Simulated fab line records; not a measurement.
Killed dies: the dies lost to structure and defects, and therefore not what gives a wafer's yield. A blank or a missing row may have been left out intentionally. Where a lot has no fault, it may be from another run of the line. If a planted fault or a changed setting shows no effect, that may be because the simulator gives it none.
Chamber matching ; flow nand_harc ; NHARC_A_BLC_STRIP_29 on rie_diel-03 has 4 sister chambers
The step strips in CF4. 22 wafers are shown with their chamber, then 11 later ones without.

## WAFERS, EACH WITH ITS CHAMBER
wafer;chamber;drypump_motor_current_A (A);cf4_flow_sccm (sccm);oes_product_au (a.u.)
L074.2;1;5.7;150.3;1.007
L074.3;0;6.7;150.1;0.996
L074.5;0;6.7;150.7;0.993
L076.2;0;6.7;150.1;1.009
L076.4;2;5.6;150.4;1.014
L076.5;0;6.7;150.1;1.000
L082.2;2;5.5;150.1;0.994
L082.3;0;6.7;150.5;0.983
L082.6;3;5.3;149.4;0.984
L083.1;2;5.6;150.7;0.995
L083.2;1;5.7;149.8;1.002
L083.4;0;6.7;150.4;1.005
L085.3;3;5.3;149.8;0.989
L085.4;2;5.6;149.9;0.996
L085.6;2;5.6;150.1;0.986
L086.1;1;5.7;149.9;0.994
L086.3;0;6.7;149.6;0.997
L086.4;2;5.6;150.0;0.993
L079.1;2;5.6;150.6;0.998
L079.3;0;6.7;149.9;1.005
L079.5;2;5.6;150.3;1.000
L087.1;3;5.3;150.2;1.004

SIGNATURES (averages over the wafers above)
reading;chamber 0;chamber 1;chamber 2;chamber 3;scatter within a chamber
drypump_motor_current_A;6.700;5.700;5.587;5.300;0.022
cf4_flow_sccm;150.175;150.000;150.262;149.800;0.324
oes_product_au;0.99850;1.00100;0.99700;0.99233;0.00826
Rule: for a wafer and a chamber, the distance is found by dividing, reading by reading, the gap between the wafer's reading and the chamber's mean by the reading's scatter, squaring, summing and taking the root. The wafer belongs to the nearest chamber; if the next one is less than 2 further off, it can't be placed. How the scatter is found: for the shown wafers, subtract from each reading the mean of its chamber, square and add these, divide the total by (wafers less chambers), then take the root.

## WAFERS WITHOUT THEIR CHAMBER
wafer;drypump_motor_current_A (A);cf4_flow_sccm (sccm);oes_product_au (a.u.)
L087.2;5.6;149.8;0.993
L087.5;6.7;149.9;1.004
L088.3;5.7;149.7;1.003
L088.4;5.3;150.2;0.991
L088.5;5.7;150.6;0.987
L092.1;5.6;149.1;1.013
L092.5;6.7;150.1;1.010
L092.6;5.6;150.0;1.000
L097.2;6.7;150.2;0.988
L097.3;5.3;150.5;0.988
L097.6;6.7;149.9;0.995

## WHICH CHAMBER EACH ONE RAN IN
wafer;from the rows above;in truth
L087.2;2;2
L087.5;0;0
L088.3;1;1
L088.4;3;3
L088.5;1;1
L092.1;can't be placed: 2 or 1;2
L092.5;0;0
L092.6;2;2
L097.2;0;0
L097.3;3;3
L097.6;0;0
Placed correctly: 10 of 11. Not placeable from these rows: 1 (in 1, the candidates include the true chamber). Wrongly placed: 0.
